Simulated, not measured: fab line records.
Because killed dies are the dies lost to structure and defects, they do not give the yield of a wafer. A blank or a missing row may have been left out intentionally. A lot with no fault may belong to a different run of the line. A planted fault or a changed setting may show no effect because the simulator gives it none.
Matching of chambers / flow n5-finfet / N5_BEOL_M10_STRIP_36 on rie-diel-04 has 4 sister chambers
The step strips in N2/H2. 14 wafers are shown with their chamber, then 7 later ones without.

WAFERS, EACH WITH ITS CHAMBER
wafer=L075.3; chamber=3; drypump-motor-current-A (A)=6.3; throttle-valve-pct (%)=24.1; showerhead-plenum-p-Torr (Torr)=2.62
wafer=L075.4; chamber=1; drypump-motor-current-A (A)=5.3; throttle-valve-pct (%)=24.1; showerhead-plenum-p-Torr (Torr)=2.50
wafer=L075.6; chamber=0; drypump-motor-current-A (A)=4.8; throttle-valve-pct (%)=23.1; showerhead-plenum-p-Torr (Torr)=2.53
wafer=L074.1; chamber=0; drypump-motor-current-A (A)=4.8; throttle-valve-pct (%)=23.1; showerhead-plenum-p-Torr (Torr)=2.53
wafer=L074.2; chamber=2; drypump-motor-current-A (A)=5.5; throttle-valve-pct (%)=24.0; showerhead-plenum-p-Torr (Torr)=2.49
wafer=L074.4; chamber=3; drypump-motor-current-A (A)=6.2; throttle-valve-pct (%)=24.1; showerhead-plenum-p-Torr (Torr)=2.61
wafer=L076.2; chamber=1; drypump-motor-current-A (A)=5.3; throttle-valve-pct (%)=24.1; showerhead-plenum-p-Torr (Torr)=2.50
wafer=L076.3; chamber=2; drypump-motor-current-A (A)=5.5; throttle-valve-pct (%)=24.0; showerhead-plenum-p-Torr (Torr)=2.49
wafer=L076.5; chamber=0; drypump-motor-current-A (A)=4.8; throttle-valve-pct (%)=23.1; showerhead-plenum-p-Torr (Torr)=2.53
wafer=L078.1; chamber=2; drypump-motor-current-A (A)=5.5; throttle-valve-pct (%)=24.0; showerhead-plenum-p-Torr (Torr)=2.49
wafer=L078.2; chamber=1; drypump-motor-current-A (A)=5.3; throttle-valve-pct (%)=24.1; showerhead-plenum-p-Torr (Torr)=2.50
wafer=L078.6; chamber=0; drypump-motor-current-A (A)=4.8; throttle-valve-pct (%)=23.1; showerhead-plenum-p-Torr (Torr)=2.53
wafer=L082.1; chamber=2; drypump-motor-current-A (A)=5.5; throttle-valve-pct (%)=24.0; showerhead-plenum-p-Torr (Torr)=2.49
wafer=L082.3; chamber=0; drypump-motor-current-A (A)=4.8; throttle-valve-pct (%)=23.2; showerhead-plenum-p-Torr (Torr)=2.52

SIGNATURES (averages over the wafers above)
reading=drypump-motor-current-A; chamber 0=4.800; chamber 1=5.300; chamber 2=5.500; chamber 3=6.250; scatter within a chamber=0.0224
reading=throttle-valve-pct; chamber 0=23.120; chamber 1=24.100; chamber 2=24.000; chamber 3=24.100; scatter within a chamber=0.0283
reading=showerhead-plenum-p-Torr; chamber 0=2.5280; chamber 1=2.5000; chamber 2=2.4900; chamber 3=2.6150; scatter within a chamber=0.00361
Rule: distance of a wafer from a chamber = root of the sum over the readings of ((wafer's reading minus chamber's mean) / reading's scatter) squared. If the next closest chamber is less than 2 further off than the closest, the wafer can't be placed; otherwise it belongs to the closest. The scatter is the square root of a quotient: the sum, over the shown wafers, of each reading's squared deviation from its chamber's mean, divided by wafers minus chambers.

WAFERS MISSING THEIR CHAMBER
wafer=L082.4; drypump-motor-current-A (A)=5.2; throttle-valve-pct (%)=24.1; showerhead-plenum-p-Torr (Torr)=2.49
wafer=L089.3; drypump-motor-current-A (A)=5.2; throttle-valve-pct (%)=24.2; showerhead-plenum-p-Torr (Torr)=2.49
wafer=L089.4; drypump-motor-current-A (A)=6.3; throttle-valve-pct (%)=23.8; showerhead-plenum-p-Torr (Torr)=2.60
wafer=L089.6; drypump-motor-current-A (A)=4.8; throttle-valve-pct (%)=23.2; showerhead-plenum-p-Torr (Torr)=2.51
wafer=L093.1; drypump-motor-current-A (A)=5.5; throttle-valve-pct (%)=24.0; showerhead-plenum-p-Torr (Torr)=2.48
wafer=L093.3; drypump-motor-current-A (A)=6.3; throttle-valve-pct (%)=23.8; showerhead-plenum-p-Torr (Torr)=2.60
wafer=L093.4; drypump-motor-current-A (A)=4.8; throttle-valve-pct (%)=23.2; showerhead-plenum-p-Torr (Torr)=2.51

THE CHAMBER EACH PASSED THROUGH
wafer=L082.4; from the rows above=1; in truth=1
wafer=L089.3; from the rows above=1; in truth=1
wafer=L089.4; from the rows above=3; in truth=3
wafer=L089.6; from the rows above=0; in truth=0
wafer=L093.1; from the rows above=2; in truth=2
wafer=L093.3; from the rows above=3; in truth=3
wafer=L093.4; from the rows above=0; in truth=0
7 of 7 placed correctly. Number that these rows cannot place: 0. Wrongly placed: 0.
